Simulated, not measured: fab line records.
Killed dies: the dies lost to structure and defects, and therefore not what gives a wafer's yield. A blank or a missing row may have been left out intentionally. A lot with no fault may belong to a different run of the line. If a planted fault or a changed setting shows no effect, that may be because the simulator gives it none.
fab line records + flow nandHarc
record
- lots=6
- wafers=17
- lastDay=25
route steps=1159 shown P_M1@288
lots with no fault: from the same line, run without faults
startH: the number of hours between the record's first day and the start of the first shown wafer of the lot + waitH: hours since the lot's step before + " as in the row above + L1.1+2: a single row standing in for several wafers + - no value present, or no start provided + * or withheld: withheld + < > ~ a bound
route shown NAME@n: NAME is a module with steps in the file, n the number in the route of the first one + usual: the fault-free wafers' mean and standard deviation + same: alike in all rows + chamber/n: place in a boat + sites: readings site by site + _std_site: how widely they spread, as a standard deviation + _edge_site: the outer-site mean with the inner-site mean subtracted + radiusMm: for every site, how far away it sits from the centre of the wafer + mask NAME#n: copy n + behind: the last tool/chamber to shape the wafer + hold: what put the lot on hold/how long, in hours/how the hold closed + device: the transistor (n, p or np) that didn't switch + end of line: at the end of the route, the tests of the same wafers + a step with no rows: only its recipe + killed: at the first sort, the dies lost to defects and structure; wafer yield is something else + map: dies across one wafer; x = killed, . = not, _ = none there
set.NAME: setting as actually run; set.NAME@STEP: the setting as run at that earlier step + model.NAME: the simulator's own value behind a step, which no gauge read
a table for each step, a row for each wafer; lots at some steps of the route
services: when a tool's chamber went out of use (startH, in hours from the record's first day, below 0 if earlier), for how many hours, and the reason
## steps
# step NHARC_P_M1_COAT_34
# recipe
- tempC=200
- timeS=65
# step NHARC_P_M1_COAT_03
# recipe
- spinRpm=1500
- resistThkNm=90
# step NHARC_P_M1_SOFTBAKE_04
# recipe
- tempC=105
- timeS=55
# step NHARC_P_M1_EBR_05
# step NHARC_P_M1_EXPOSE_06
# recipe
- na=1.35
- targetCdNm=130
- doseMj=81.88
- maskId=P_M1
# step NHARC_P_M1_PEB_07
# recipe
- pebTempC=100
- pebTimeS=65
# step NHARC_P_M1_DEVELOP_08
# recipe
- developTimeS=35
- devTempC=23
# step NHARC_P_M1_CD_MEAS_09
# recipe
- targetCdNm=130
- landingEnergyEv=500
# usual
- cdNm=130.3/0.61
| lot.wafer | tool     | chamber | startH | waitH | cdNm  |
|-----------|----------|---------|--------|-------|-------|
| L906.3    | cdSem-01 | 0       | 120.26 | -     | 130.5 |
| L906.4    | "        | 0       | "      | "     | 130.0 |
| L906.5    | "        | 0       | "      | "     | 131.5 |
| L912.2    | cdSem-01 | 0       | 159.14 | -     | 130.9 |
| L912.3    | "        | 0       | "      | "     | 130.4 |
| L912.4    | "        | 0       | "      | "     | 129.8 |
| L915.5    | cdSem-02 | 0       | 180.40 | -     | 130.1 |
| L915.6    | "        | 0       | "      | "     | 130.9 |
| L921.1    | cdSem-03 | 0       | 211.31 | -     | 130.2 |
| L921.3    | "        | 0       | "      | "     | 130.6 |
| L921.5    | "        | 0       | "      | "     | 129.9 |
| L928.2    | cdSem-03 | 0       | 248.29 | -     | 130.6 |
| L928.3    | "        | 0       | "      | "     | 130.5 |
| L928.4    | "        | 0       | "      | "     | 130.4 |
| L927.2    | cdSem-03 | 0       | 248.56 | -     | 129.5 |
| L927.3    | "        | 0       | "      | "     | 129.3 |
| L927.5    | "        | 0       | "      | "     | 128.6 |
# step NHARC_P_M1_OVL_MEAS_10
# recipe
- pitchNm=260
# usual
- overlayXNm=0.0/1
- overlayYNm=0.0/0.99
| lot.wafer | tool       | chamber | startH | waitH | overlayXNm | overlayYNm |
|-----------|------------|---------|--------|-------|------------|------------|
| L906.3    | overlay-02 | -       | 120.34 | -     | -0.3       | 0.7        |
| L906.4    | "          | -       | "      | "     | -0.5       | 0.4        |
| L906.5    | "          | -       | "      | "     | 0.0        | 0.4        |
| L912.2    | overlay-02 | -       | 159.23 | -     | -1.1       | -1.2       |
| L912.3    | "          | -       | "      | "     | -1.4       | -0.7       |
| L912.4    | "          | -       | "      | "     | -1.4       | -1.1       |
| L915.5    | overlay-01 | -       | 180.48 | -     | 1.8        | 0.3        |
| L915.6    | "          | -       | "      | "     | 1.2        | 0.8        |
| L921.1    | overlay-02 | -       | 211.40 | -     | -0.4       | -0.7       |
| L921.3    | "          | -       | "      | "     | -1.3       | -0.8       |
| L921.5    | "          | -       | "      | "     | -0.8       | -0.8       |
| L928.2    | overlay-01 | -       | 248.37 | -     | -0.4       | 0.0        |
| L928.3    | "          | -       | "      | "     | -0.6       | 0.2        |
| L928.4    | "          | -       | "      | "     | -0.3       | 0.3        |
| L927.2    | overlay-02 | -       | 248.65 | -     | -2.0       | 1.2        |
| L927.3    | "          | -       | "      | "     | -2.0       | 0.4        |
| L927.5    | "          | -       | "      | "     | -1.7       | 0.8        |
# step NHARC_P_M1_INSPECT_11
# usual
- rawDefectCount=4.1/2.2
| lot.wafer | tool             | chamber | startH | waitH | rawDefectCount |
|-----------|------------------|---------|--------|-------|----------------|
| L906.3    | defectInspect-02 | -       | 120.38 | 0.0   | 4              |
| L906.4    | "                | -       | "      | "     | 4              |
| L906.5    | "                | -       | "      | "     | 2              |
| L912.2    | defectInspect-02 | -       | 159.27 | 0.0   | 3              |
| L912.3    | "                | -       | "      | "     | 4              |
| L912.4    | "                | -       | "      | "     | 4              |
| L915.5    | defectInspect-01 | -       | 180.52 | 0.0   | 5              |
| L915.6    | "                | -       | "      | "     | 6              |
| L921.1    | defectInspect-01 | -       | 211.43 | 0.0   | 2              |
| L921.3    | "                | -       | "      | "     | 2              |
| L921.5    | "                | -       | "      | "     | 3              |
| L928.2    | defectInspect-01 | -       | 248.41 | 0.0   | 3              |
| L928.3    | "                | -       | "      | "     | 4              |
| L928.4    | "                | -       | "      | "     | 2              |
| L927.2    | defectInspect-02 | -       | 248.68 | 0.0   | 4              |
| L927.3    | "                | -       | "      | "     | 6              |
| L927.5    | "                | -       | "      | "     | 2              |
# step NHARC_P_M1_DESCUM_14
# recipe
- timeS=3
- o2FlowSccm=200
- arFlowSccm=0
- biasPowerW=0
- chemistry=O2
# usual
- drypumpMotorCurrentA=5.8/0.42
- oesProductAu=1.002/0.012
- rfVppV=57.7/0.99
- showerheadPlenumPTorr=1.89/0.08
- throttleValvePct=11.311/0.0087
| lot.wafer | tool       | chamber | startH | waitH | drypumpMotorCurrentA | oesProductAu | rfHoursCounterH | rfVppV | showerheadPlenumPTorr | throttleValvePct |
|-----------|------------|---------|--------|-------|----------------------|--------------|-----------------|--------|-----------------------|------------------|
| L906.4    | rieDiel-08 | 1       | 120.44 | 0.1   | 6.8                  | 0.997        | 4               | 55.7   | 1.88                  | 11.323           |
| L906.3    | "          | 3       | "      | "     | 5.1                  | 0.999        | 5               | 57.8   | 1.91                  | 11.315           |
| L906.5    | "          | 2       | "      | "     | 5.4                  | 0.999        | -               | 56.8   | 1.80                  | 11.303           |
| L912.3    | rieDiel-11 | 0       | 159.33 | 0.1   | 5.8                  | 0.987        | 10              | 56.8   | 1.85                  | 11.312           |
| L912.2    | "          | 2       | "      | "     | 5.5                  | 1.014        | 10              | 58.1   | 1.81                  | 11.294           |
| L912.4    | "          | 3       | "      | "     | 5.6                  | 1.008        | 10              | 58.2   | 2.02                  | 11.313           |
| L915.5    | rieDiel-11 | 0       | 180.61 | 0.1   | 5.8                  | 1.001        | -               | 57.0   | 1.85                  | 11.303           |
| L915.6    | "          | 1       | "      | "     | 5.9                  | 1.016        | -               | 58.3   | 1.96                  | 11.313           |
| L921.1    | rieDiel-08 | 3       | 211.50 | 0.1   | 5.2                  | 1.016        | 2               | 56.9   | 1.91                  | 11.301           |
| L921.3    | "          | 1       | "      | "     | 6.8                  | 0.981        | 2               | 57.4   | 1.88                  | 11.315           |
| L921.5    | "          | 3       | "      | "     | 5.1                  | 1.006        | -               | 57.0   | 1.91                  | 11.319           |
| L928.4    | rieDiel-08 | 3       | 248.47 | 0.1   | 5.1                  | 1.011        | 3               | 56.3   | 1.91                  | 11.312           |
| L928.2    | "          | 0       | "      | "     | 6.2                  | 0.979        | 3               | 58.5   | 2.06                  | 11.317           |
| L928.3    | "          | 2       | "      | "     | 5.4                  | 1.028        | 3               | 56.8   | 1.80                  | 11.305           |
| L927.3    | rieDiel-11 | 2       | 248.74 | 0.1   | 5.5                  | 1.020        | 3               | 58.0   | 1.81                  | 11.296           |
| L927.2    | "          | 1       | "      | "     | 5.8                  | 1.006        | 4               | 58.0   | 1.96                  | 11.320           |
| L927.5    | "          | 2       | "      | "     | 5.5                  | 0.998        | -               | 56.8   | 1.81                  | 11.308           |
# step NHARC_P_M1_ETCH_35
# recipe
- targetDepthA=400
- overetchA=120
- timeS=43.94
- ionEnergyEv=200
- n2FlowSccm=150
- h2FlowSccm=150
- arFlowSccm=0
- rfW=400
- biasW=150
- chemistry=N2/H2
# usual
- drypumpMotorCurrentA=5.8/0.41
- oesProductAu=1.001/0.013
- rfVppV=430.1/2.5
- runLengthS=65.1/0.55
- showerheadPlenumPTorr=2.02/0.091
- throttleValvePct=14.171/0.0097
| lot.wafer | tool       | chamber | startH | waitH | drypumpMotorCurrentA | oesProductAu | rfHoursCounterH | rfVppV | runLengthS | showerheadPlenumPTorr | throttleValvePct |
|-----------|------------|---------|--------|-------|----------------------|--------------|-----------------|--------|------------|-----------------------|------------------|
| L906.4    | rieDiel-08 | 0       | 120.52 | 0.1   | 6.1                  | 0.982        | 5               | 435.5  | 64.3       | 2.20                  | 14.181           |
| L906.3    | "          | 1       | "      | "     | 6.8                  | 1.003        | 4               | 429.1  | 65.4       | 2.01                  | 14.161           |
| L906.5    | "          | 1       | "      | "     | 6.8                  | 0.997        | -               | 428.3  | 65.0       | 2.01                  | 14.177           |
| L912.3    | rieDiel-11 | 2       | 159.41 | 0.1   | 5.5                  | 1.005        | 10              | 426.3  | 64.8       | 1.93                  | 14.181           |
| L912.4    | "          | 0       | "      | "     | 5.8                  | 0.988        | 10              | 428.5  | 65.8       | 1.97                  | 14.173           |
| L912.2    | "          | 1       | "      | "     | 5.9                  | 1.011        | 10              | 432.7  | 64.3       | 2.09                  | 14.162           |
| L915.5    | rieDiel-11 | 2       | 180.68 | 0.1   | 5.5                  | 1.019        | -               | 428.0  | 65.7       | 1.93                  | 14.154           |
| L915.6    | "          | 3       | "      | "     | 5.5                  | 1.024        | -               | 432.9  | 65.6       | 2.15                  | 14.169           |
| L921.3    | rieDiel-08 | 2       | 211.58 | 0.1   | 5.4                  | 1.018        | 2               | 427.0  | 65.1       | 1.92                  | 14.184           |
| L921.1    | "          | 1       | "      | "     | 6.8                  | 0.992        | 2               | 428.5  | 65.0       | 2.01                  | 14.184           |
| L921.5    | "          | 3       | "      | "     | 5.1                  | 1.014        | -               | 430.9  | 65.1       | 2.04                  | 14.175           |
| L928.3    | rieDiel-08 | 2       | 248.55 | 0.1   | 5.4                  | 1.026        | 3               | 427.7  | 65.0       | 1.92                  | 14.172           |
| L928.2    | "          | 3       | "      | "     | 5.1                  | 1.022        | 3               | 431.1  | 64.4       | 2.04                  | 14.182           |
| L928.4    | "          | 0       | "      | "     | 6.2                  | 0.983        | 3               | 433.6  | 64.6       | 2.20                  | 14.164           |
| L927.3    | rieDiel-11 | 0       | 248.83 | 0.1   | 5.8                  | 1.009        | 4               | 428.6  | 66.3       | 1.97                  | 14.182           |
| L927.2    | "          | 1       | "      | "     | 5.8                  | 0.997        | 4               | 430.1  | 64.6       | 2.09                  | 14.177           |
| L927.5    | "          | 1       | "      | "     | 5.8                  | 0.994        | -               | 431.2  | 64.6       | 2.09                  | 14.149           |
# step NHARC_P_M1_ETCH_15
# recipe
- targetDepthA=1825
- timeS=91.2
- c4f8FlowSccm=withheld
- arFlowSccm=400
- rfW=600
- biasW=300
- chemistry=C4F8/Ar
# usual
- oesProductAu=0.956/0.02
- rfVppV=440.3/2.6
- runLengthS=112.3/0.53
| lot.wafer | tool       | chamber | startH | waitH | oesProductAu | rfHoursCounterH | rfVppV | runLengthS |
|-----------|------------|---------|--------|-------|--------------|-----------------|--------|------------|
| L906.3    | rieDiel-08 | 2       | 120.61 | -     | 0.961        | 4               | 437.0  | 112.5      |
| L906.4    | "          | 1       | "      | "     | 0.966        | 4               | 439.7  | 112.3      |
| L906.5    | "          | 2       | "      | "     | 0.960        | -               | 437.6  | 112.1      |
| L912.3    | rieDiel-11 | 3       | 159.50 | -     | 0.991        | 10              | 443.4  | 112.3      |
| L912.4    | "          | 0       | "      | "     | 0.937        | 10              | 440.5  | 113.4      |
| L912.2    | "          | 1       | "      | "     | 0.969        | 10              | 443.2  | 99.8       |
| L915.6    | rieDiel-11 | 2       | 180.78 | -     | 0.930        | -               | 439.8  | 112.2      |
| L915.5    | "          | 3       | "      | "     | 0.939        | -               | 442.4  | 100.7      |
| L921.1    | rieDiel-08 | 3       | 211.68 | -     | 0.956        | 2               | 440.2  | 112.0      |
| L921.3    | "          | 1       | "      | "     | 0.953        | 2               | 440.3  | 112.2      |
| L921.5    | "          | 2       | "      | "     | 0.958        | -               | 437.9  | 112.0      |
| L928.3    | rieDiel-08 | 0       | 248.64 | -     | 0.940        | 3               | 444.7  | 111.9      |
| L928.4    | "          | 1       | "      | "     | 0.952        | 3               | 440.0  | 112.4      |
| L928.2    | "          | 3       | "      | "     | 0.969        | 3               | 439.9  | 112.0      |
| L927.3    | rieDiel-11 | 1       | 248.92 | -     | 0.920        | 4               | 441.3  | 111.6      |
| L927.2    | "          | 0       | "      | "     | 0.929        | 4               | 439.1  | 113.8      |
| L927.5    | "          | 2       | "      | "     | 0.926        | -               | 437.3  | 112.6      |
# step NHARC_P_M1_CD_MEAS_16
# usual
- cdNm=130.2/1.1
| lot.wafer | tool     | chamber | startH | waitH | cdNm  |
|-----------|----------|---------|--------|-------|-------|
| L906.3    | cdSem-03 | -       | 120.75 | -     | 130.2 |
| L906.4    | "        | -       | "      | "     | 128.8 |
| L906.5    | "        | -       | "      | "     | 131.8 |
| L912.2    | cdSem-02 | -       | 159.64 | -     | 130.8 |
| L912.3    | "        | -       | "      | "     | 129.2 |
| L912.4    | "        | -       | "      | "     | 130.1 |
| L915.5    | cdSem-03 | -       | 180.89 | -     | 128.7 |
| L915.6    | "        | -       | "      | "     | 131.6 |
| L921.1    | cdSem-02 | -       | 211.80 | -     | 128.8 |
| L921.3    | "        | -       | "      | "     | 130.4 |
| L921.5    | "        | -       | "      | "     | 128.0 |
| L928.2    | cdSem-01 | -       | 248.78 | -     | 128.2 |
| L928.3    | "        | -       | "      | "     | 131.8 |
| L928.4    | "        | -       | "      | "     | 130.0 |
| L927.2    | cdSem-01 | -       | 249.05 | -     | 128.7 |
| L927.3    | "        | -       | "      | "     | 128.4 |
| L927.5    | "        | -       | "      | "     | 129.0 |
## services
| tool       | chamber | startH | hours | kind      |
|------------|---------|--------|-------|-----------|
| rieDiel-08 | 0       | 103.86 | -     | clean     |
| rieDiel-08 | 1       | 103.86 | -     | clean     |
| rieDiel-08 | 2       | 103.86 | -     | clean     |
| rieDiel-08 | 3       | 103.86 | -     | clean     |
| rieDiel-08 | -       | 124.85 | 9.0   | pm        |
| rieDiel-08 | 0       | 124.85 | 9.0   | ventCycle |
| rieDiel-08 | 1       | 124.85 | 9.0   | ventCycle |
| rieDiel-08 | 2       | 124.85 | 9.0   | ventCycle |
| rieDiel-08 | 3       | 124.85 | 9.0   | ventCycle |
| rieDiel-08 | 0       | 133.85 | -     | clean     |
| rieDiel-08 | 1       | 133.85 | -     | clean     |
| rieDiel-08 | 2       | 133.85 | -     | clean     |
| rieDiel-08 | 3       | 133.85 | -     | clean     |
| rieDiel-08 | 0       | 158.35 | -     | clean     |
| rieDiel-08 | 1       | 158.35 | -     | clean     |
| rieDiel-08 | 2       | 158.35 | -     | clean     |
| rieDiel-08 | 3       | 158.35 | -     | clean     |
| rieDiel-08 | 0       | 182.85 | -     | clean     |
| rieDiel-08 | 1       | 182.85 | -     | clean     |
| rieDiel-08 | 2       | 182.85 | -     | clean     |
| rieDiel-08 | 3       | 182.85 | -     | clean     |
| rieDiel-11 | -       | 189.50 | 9.0   | pm        |
| rieDiel-11 | -       | 203.96 | 0.5   | repair    |
| rieDiel-11 | 3       | 208.09 | 6.0   | repair    |
## key
firstSign
- step=NHARC_P_M1_ETCH_15
- reading=runLengthS
- direction=down
- sigmas=23
- usual=*
- struck=*
effect none on later readings
metAt NHARC_P_M1_ETCH_15
struckWafers L912.2,L915.5
sortLeftOut L912.2,L915.5
fault
- kind=processParameterDrift
- tool=rieDiel-11
- chamber=-
- onsetH=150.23
- steps=NHARC_P_M1_ETCH_15
- channel=timeS
- offset=*
- shape=step
- endH=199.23
- scope=struckWafersOnly
- actsIn=*
- stated=*
# sortLeftOut: the simulated sort isn't trusted on such a fault, so these wafers' sort isn't shown, and their yield isn't known
